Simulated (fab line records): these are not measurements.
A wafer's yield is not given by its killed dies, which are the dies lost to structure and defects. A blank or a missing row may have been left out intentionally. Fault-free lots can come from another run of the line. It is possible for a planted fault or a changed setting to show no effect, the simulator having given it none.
Comparing a struck lot with a sound one ; flow n5 finfet ; 40 steps out of a route of 1938
Sound: these wafers, L273.1, L273.2, L273.4. Struck: wafer L285.2. (L285.1, L285.5 of the same lot were not struck and are left out.) The cause comes at the end.
For every step that has rows: the tool of each side, followed by ch and its chambers, followed by its first start. Under that, the readings that differ: sound wafers ; struck wafers ; difference of the means ; sigmas: that difference in standard deviations of wafers without a fault.
alike: words and numbers the same on both sides, and readings whose means are apart by under 2 such deviations; not compared: readings that were withheld, readings missing a value for some wafer, numbers with overlapping values and no deviation given by the record, and bounds like >300 which may hide the same value.
The two part at a step that has a row with sigmas, a row that says differs or no value, or rows on one side only. Non-overlapping numbers with no deviation appear without sigmas and do not part them. Lack of a reading on every wafer of one side parts them only where that side has two or more wafers.

first, 12 steps without rows for these wafers: N5_HKMG_FIN_DESCUM_53 (chemistry O2, time 7.9 s); N5_HKMG_FIN_ETCH_54 (etches SiARC in CF4, target depth 45.5 nm, time 75.8 s); N5_HKMG_FIN_ETCH_55 (etches SOC in N2/H2, target depth 240 nm, time 300 s); N5_HKMG_FIN_STRIP_56 (strips in N2/H2); N5_HKMG_FIN_STRIP_57 (strips in CF4); N5_HKMG_FIN_ETCH_58 (etches SOC in N2/H2, target depth 215.8 nm, time 741 s); N5_HKMG_FIN_STRIP_93 (strips SOC in N2/H2, time 20 s); N5_HKMG_FIN_WET_ETCH_76 (etches Al2O3 in dNH4OH, stops on La2O3, target depth 2.25 nm, rinse time 30 s); N5_HKMG_FIN_STRIP_60 (strips in N2/H2, time 360 s); N5_HKMG_FIN_WET_ETCH_77 (etches La2O3 in dHCl, stops on HfO2, target depth 2 nm); N5_HKMG_FIN_WET_ETCH_78 (etches Al2O3 in dNH4OH, stops on La2O3, target depth 4.5 nm, rinse time 30 s); N5_HKMG_FIN_ALD_79 (deposits TiN, target thk 1.5 nm, pulse time 1 s, purge time 3 s).
N5_HKMG_FIN_CVD_62: deposits a-Si from Si2H6, target thk 3 nm, time 20.8 s.
  sound on thermal cvd si-02 ch 0,1,2, day 5 00:49; struck on thermal cvd si-02 ch 1, day 8 01:04
reading;sound;struck;difference;sigmas
model.a-Si_of_HKMG_FIN_CVD_62.thk nm (nm);3 3 3;5.4;+2.4;
  alike: heater power w
then, 25 steps without rows for these wafers: N5_HKMG_FIN_RTA_80 (time 2 s); N5_HKMG_FIN_PRECLEAN_64 (cleans in dHF, time 30 s); N5_HKMG_FIN_WET_ETCH_65 (etches a-Si in TMAH, stops on TiN, time 49 s, target depth 3 nm); N5_HKMG_FIN_WET_ETCH_81 (etches TiN in SC1, stops on HfO2, time 57 s, target depth 6 nm); N5_HKMG_FIN_WET_ETCH_82 (etches La2O3 in dHCl, stops on HfO2, target depth 2 nm, rinse time 30 s); N5_HKMG_FIN_ALD_36 (deposits TiN, target thk 1 nm, pulse time 1 s, purge time 3 s); N5_HKMG_FIN_PWFM_ALD_03 (deposits TiN, target thk 2 nm, pulse time 1 s, purge time 3 s); N5_HKMG_FIN_COAT_29 (time 60 s, resist thk 300 nm); N5_HKMG_FIN_COAT_30 (time 60 s, resist thk 35 nm); N5_HKMG_FIN_COAT_06 (resist thk 90 nm); N5_HKMG_FIN_EBR_08; N5_HKMG_FIN_SOFTBAKE_07 (time 60 s); N5_HKMG_FIN_EXPOSE_09 (exposes mask NWFM); N5_HKMG_FIN_PEB_10 (peb time 60 s); N5_HKMG_FIN_DEVELOP_11 (develop time 30 s); N5_HKMG_FIN_DESCUM_17 (chemistry O2, time 7.9 s); N5_HKMG_FIN_ETCH_31 (etches SiARC in CF4, target depth 45.5 nm, time 75.8 s); N5_HKMG_FIN_ETCH_32 (etches SOC in N2/H2, target depth 240 nm, time 300 s); N5_HKMG_FIN_STRIP_33 (strips in N2/H2); N5_HKMG_FIN_STRIP_34 (strips in CF4); N5_HKMG_FIN_ETCH_35 (etches SOC in N2/H2, target depth 215.8 nm, time 243.4 s); N5_HKMG_FIN_STRIP_92 (strips SOC in N2/H2, time 20 s); N5_HKMG_FIN_WET_ETCH_18 (etches TiN in SC1, time 55 s, target depth 5.2 nm, rinse time 30 s); N5_HKMG_FIN_STRIP_19 (strips in N2/H2, time 360 s); N5_HKMG_FIN_ALD_91 (deposits TiN, target thk 1 nm, pulse time 1 s, purge time 3 s).
-- here the record skips 4 days between the struck wafers' starts before and after, leaving off in module HKMG_FIN and picking up in module BEOL_M4 (first step shown: number 1111 of the route) --
N5_BEOL_M4_RC_MEAS_101:
  sound on prober-02 ch 0, day 8 20:20; struck on prober-02 ch 0, day 12 01:29
reading;sound;struck;difference;sigmas
EOT_P;10.31 10.46 10.51;10.77;+0.34;+3
IGATE_P (nA/um);0.0044 0.0042 0.0036;0.0009;-0.0032;-5
IOFF_N (nA/um);0.14 0.17 0.12;0.00;-0.14;-4
IOFF_N_85C (nA/um);2.8 3.2 2.5;0.0;-2.8;-5
IOFF_N_LIN (nA/um);0.066 0.076 0.059;0.000;-0.067;-5
IOFF_N_LONG (nA/um);5.51e-05 5.55e-05 5.59e-05;3.03e-05;-2.52e-05;-11
IOFF_P (nA/um);0.21 0.23 0.17;4.57;+4.37;+99 or more
IOFF_P_85C (nA/um);3.6 3.9 3.1;47.6;+44.1;+73
IOFF_P_LIN (nA/um);0.101 0.108 0.090;2.204;+2.104;+99 or more
IOFF_P_LONG (nA/um);0.000116 0.000111 0.000117;0.000735;+0.000620;+76
ION_N (uA/um);660 679 668;254;-415;-38
ION_P (uA/um);466 472 463;584;+117;+16
VT_N (mV);251 250 253;449;+198;+56
VT_N_LONG (mV);273.6 274.9 276.8;474.8;+199.7;+99 or more
VT_N_LVT (mV);102 98 101;298;+198;+56
VT_P (mV);-248 -249 -252;-165;+85;+25
VT_P_LONG (mV);-273.4 -272.5 -274.1;-214.5;+58.8;+22
VT_P_LVT (mV);-99 -97 -101;-14;+85;+27
  alike: DIBL_N, DIBL_P, SS_N, SS_P
-- here the record skips 4 days between the struck wafers' starts before and after, leaving off in module BEOL_M4 and picking up in module PASSIVATION (first step shown: number 1936 of the route) --
N5_PASSIVATION_PROBE_49:
  sound: prober-02 at day 13 06:58; struck: prober-01 at day 15 22:32
reading;sound;struck;difference;sigmas
sort_bin_4_leakage (%);0 0 0;90.25;+90.25;+99 or more
sort n pass;1069 1076 1057;0;-1067;-63
sort yield pct (%);90.6 91.2 89.6;0;-90;-60
  alike: defect limited yield, killed_at_M0_to_M3, killed_at_M4_up, killed at contacts, killed at front end, killed at other, killed dies, killed open, killed short, sort_bin_5_function, sort_bin_6_memory

== WHERE THEY PART ==
Earliest at N5_BEOL_M4_RC_MEAS_101; latest, in this record, at N5_PASSIVATION_PROBE_49.

WHY: what the simulator had put in
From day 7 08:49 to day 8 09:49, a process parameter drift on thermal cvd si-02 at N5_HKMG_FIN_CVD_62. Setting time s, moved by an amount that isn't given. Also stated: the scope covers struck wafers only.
